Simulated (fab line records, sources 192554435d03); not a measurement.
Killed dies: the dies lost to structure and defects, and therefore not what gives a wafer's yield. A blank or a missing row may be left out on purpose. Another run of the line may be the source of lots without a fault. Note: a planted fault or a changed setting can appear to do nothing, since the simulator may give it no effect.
Split-lot trial | flow n5Finfet | 39 wafers read from 7 lots, route of 1938 steps

== THE SPLIT ITSELF ==
At N5_PASSIVATION_ETCH_54 (etches SiO2 in CHF3/O2, target depth 880 nm, time 440 s), the setting timeS was moved away from the recipe's 440 s on 12 of the 39 wafers read, by +37.0% to +50.8%. For the rest of the wafers, this setting stayed at what the recipe calls for.

Reading taken at the split's own step.

== THE READING ==
etch.depthNm (the simulator's own value, which no gauge read), in nm, at N5_PASSIVATION_ETCH_54 (etches SiO2 in CHF3/O2, target depth 880 nm, time 440 s). There is no usual value for it anywhere in the file. Average 876.9 nm, standard deviation 22 nm, over the 27 wafers here run with the recipe.

wafer  | tool, chamber at the split | timeS as run, s | against the recipe | etch.depthNm, nm | against lot-mates on the recipe
L074.1 | rieDiel-02, 0              | 440             | recipe             | 877.7            | -
L074.2 | rieDiel-02, 3              | 440             | recipe             | 891.3            | -
L074.3 | rieDiel-02, 2              | 607.4           | +38.0%             | 1196             | +328.2
L074.4 | rieDiel-02, 1              | 440             | recipe             | 834.4            | -
L074.5 | rieDiel-02, 2              | 607.4           | +38.0%             | 1206             | +338.2
L074.6 | rieDiel-02, 3              | 607.4           | +38.0%             | 1229             | +361.2
L077.1 | rieDiel-01, 1              | 663.7           | +50.8%             | 1304             | +432.7
L077.2 | rieDiel-01, 0              | 663.7           | +50.8%             | 1342             | +470.7
L077.3 | rieDiel-01, 3              | 440             | recipe             | 860.3            | -
L077.4 | rieDiel-01, 2              | 663.7           | +50.8%             | 1288             | +416.7
L077.5 | rieDiel-01, 3              | 440             | recipe             | 853.2            | -
L077.6 | rieDiel-01, 0              | 440             | recipe             | 900.5            | -
L079.1 | rieDiel-02, 3              | 440             | recipe             | 896.1            | -
L079.2 | rieDiel-02, 0              | 440             | recipe             | 885.2            | -
L079.3 | rieDiel-02, 1              | 602.7           | +37.0%             | 1153             | +280.9
L079.4 | rieDiel-02, 2              | 602.7           | +37.0%             | 1189             | +316.9
L079.5 | rieDiel-02, 2              | 602.7           | +37.0%             | 1188             | +315.9
L079.6 | rieDiel-02, 1              | 440             | recipe             | 835.1            | -
L082.1 | rieDiel-02, 1              | 440             | recipe             | 844              | -
L082.3 | rieDiel-02, 3              | 440             | recipe             | 906.7            | -
L082.5 | rieDiel-02, 3              | 440             | recipe             | 922.3            | -
L088.1 | rieDiel-05, 3              | 440             | recipe             | 877.4            | -
L088.2 | rieDiel-05, 1              | 440             | recipe             | 883.8            | -
L088.3 | rieDiel-05, 2              | 440             | recipe             | 892.7            | -
L088.4 | rieDiel-05, 0              | 440             | recipe             | 894.8            | -
L088.5 | rieDiel-05, 0              | 440             | recipe             | 891.4            | -
L088.6 | rieDiel-05, 3              | 440             | recipe             | 881.5            | -
L096.1 | rieDiel-05, 1              | 440             | recipe             | 876              | -
L096.2 | rieDiel-05, 2              | 440             | recipe             | 872.2            | -
L096.3 | rieDiel-05, 0              | 440             | recipe             | 909.8            | -
L096.4 | rieDiel-05, 3              | 440             | recipe             | 877.6            | -
L096.5 | rieDiel-05, 3              | 440             | recipe             | 874.4            | -
L096.6 | rieDiel-05, 2              | 440             | recipe             | 878.1            | -
L097.1 | rieDiel-01, 0              | 650.5           | +47.8%             | 1342             | +489.2
L097.2 | rieDiel-01, 3              | 440             | recipe             | 861.1            | -
L097.3 | rieDiel-01, 1              | 440             | recipe             | 849.3            | -
L097.4 | rieDiel-01, 1              | 440             | recipe             | 848.1            | -
L097.5 | rieDiel-01, 3              | 650.5           | +47.8%             | 1275             | +422.2
L097.6 | rieDiel-01, 0              | 650.5           | +47.8%             | 1343             | +490.2

FIT RESULTS
A straight line over all 39 wafers: etch.depthNm changes by +8.73 nm for each +1% of timeS; r = +0.99; the points scatter about the line by 25 nm.
The same after taking each lot's own level away (the mean of its wafers on the recipe; 39 wafers): +8.99 nm for each +1%; r = +0.99; scatter 25 nm.
The reading moves by 4.6e+02 nm for the largest change in timeS, on that fit.
From 852.83 to 891.00 nm: that is the span of the lots' own levels, equal to 1.7 times the standard deviation above.
Consequently the slope shifts little with the lot-to-lot level, the two slopes agreeing.
Check: with one of the wafers moved furthest among these (+50.8%) left out of the fit, the line predicts +459 nm for it against its lot-mates. Against them it came out at +433 nm.

== THE OTHER SPLITS THESE WAFERS WENT THROUGH ==
Before the reading, these wafers also passed through other splits. Each is held against what the fit with the lots' levels taken away leaves over:
other split on the same wafers | wafers away from the commonest value | r with etch.depthNm (lot level and that fit taken away)
N5_PASSIVATION_PECVD_55 timeS  | 15                                   | -0.04

== THE WHOLE CHAIN: every reading that the file lists as answering this split, in the file's order ==
step                   | what it does                                            | reading                                                                     | change (the file's fit)              | r (the file's)
N5_PASSIVATION_ETCH_54 | etches SiO2 in CHF3/O2, target depth 880 nm, time 440 s | PASSIVATION.featureDepthNm (the simulator's own value, which no gauge read) | +8.98 nm for each +1% of the setting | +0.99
N5_PASSIVATION_ETCH_54 | etches SiO2 in CHF3/O2, target depth 880 nm, time 440 s | etch.depthNm (the simulator's own value, which no gauge read)               | +8.98 nm for each +1% of the setting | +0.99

== THE FILE'S OWN FIT ==
etch.depthNm changes by +8.98 nm for each +1% of timeS, r = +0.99.
